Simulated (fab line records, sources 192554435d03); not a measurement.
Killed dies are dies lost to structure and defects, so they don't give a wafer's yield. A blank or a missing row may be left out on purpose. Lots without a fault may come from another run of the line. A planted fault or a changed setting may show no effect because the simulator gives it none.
One fault seen from 2 desks | flow n5_finfet | each desk has only its own numbers; what lay behind them comes last

THE METROLOGY DESK
What the gauges read, lot by lot, whatever tool the lot ran on: means of the sampled wafers that have a number. A lot is out of limits, marked OUT, if its mean lies more than 4 standard deviations from the usual mean; the brackets give that distance. Of its 10 readings 7 are shown: those that lie furthest out on some lot.
Columns: A = DIBL_N at N5_BEOL_M4_RC_MEAS_101, usual 36.1 mV/V; B = DIBL_P at N5_BEOL_M4_RC_MEAS_101, usual 36.3 mV/V; C = IOFF_N at N5_BEOL_M4_RC_MEAS_101, usual 0.15 nA/um; D = IOFF_P at N5_BEOL_M4_RC_MEAS_101, usual 0.21 nA/um; E = SS_N at N5_BEOL_M4_RC_MEAS_101, usual 71.5 mV/dec; F = SS_P at N5_BEOL_M4_RC_MEAS_101, usual 73.2 mV/dec; G = VT_N at N5_BEOL_M4_RC_MEAS_101, usual 251 mV
lot  | first seen here | A    | B    | C    | D    | E    | F    | G
L841 | day 9 03:31     | 35.8 | 36.9 | 0.16 | 0.23 | 71.3 | 73.9 | 250
L842 | day 9 14:43     | 38.4 | 39.0 | 0.18 | 0.21 | 72.7 | 73.7 | 249
L845 | day 10 05:58    | 35.9 | 34.9 | 0.14 | 0.24 | 71.6 | 72.8 | 252
L849 | day 11 12:25    | 36.1 | 36.7 | 0.16 | 0.24 | 71.2 | 74.1 | 248
L850 | day 11 12:26    | 35.7 | 35.5 | 0.15 | 0.21 | 71.0 | 72.6 | 251
L854 | day 12 20:33    | 41.1 | 42.0 | 0.23 | 0.29 | 72.7 | 74.8 | 246
L857 | day 13 18:46    | 34.6 | 34.5 | 0.14 | 0.20 | 71.4 | 72.6 | 253
L859 | day 13 18:54    | 37.0 | 36.1 | 0.16 | 0.23 | 71.0 | 73.4 | 249
L858 | day 13 23:06    | 37.3 | 36.1 | 0.15 | 0.22 | 71.6 | 72.6 | 252
This desk's finding: nothing out of limits on any of the 9 lots.

THE TOOL OWNER'S DESK: ald_metal-02
The tool's own readings at N5_BEOL_M7_ALD_77 (deposits TaN, target thk 2 nm, pulse time 2 s, purge time 3 s): means of the sampled wafers that have a number, for each lot that ran on this tool. A lot is out of limits, marked OUT, if its mean lies more than 4 standard deviations from the usual mean; the brackets give that distance.
Columns: A = chamber_pressure_Torr at N5_BEOL_M7_ALD_77, usual 3.000 Torr; B = heater_power_w at N5_BEOL_M7_ALD_77, usual 434 W
lot  | first seen here | A     | B
L841 | day 10 09:33    | 2.997 | 430
L842 | day 10 19:28    | 3.002 | 431
L845 | day 11 08:36    | 3.001 | 475
L854 | day 13 23:45    | 3.001 | 430
L859 | day 15 02:13    | 2.997 | 423
This desk's finding: nothing out of limits on any of the 5 lots.

PUT TOGETHER
The metrology desk saw nothing out of limits.
The tool owner's desk saw nothing out of limits.

WHAT THE SIMULATOR HAD PUT IN
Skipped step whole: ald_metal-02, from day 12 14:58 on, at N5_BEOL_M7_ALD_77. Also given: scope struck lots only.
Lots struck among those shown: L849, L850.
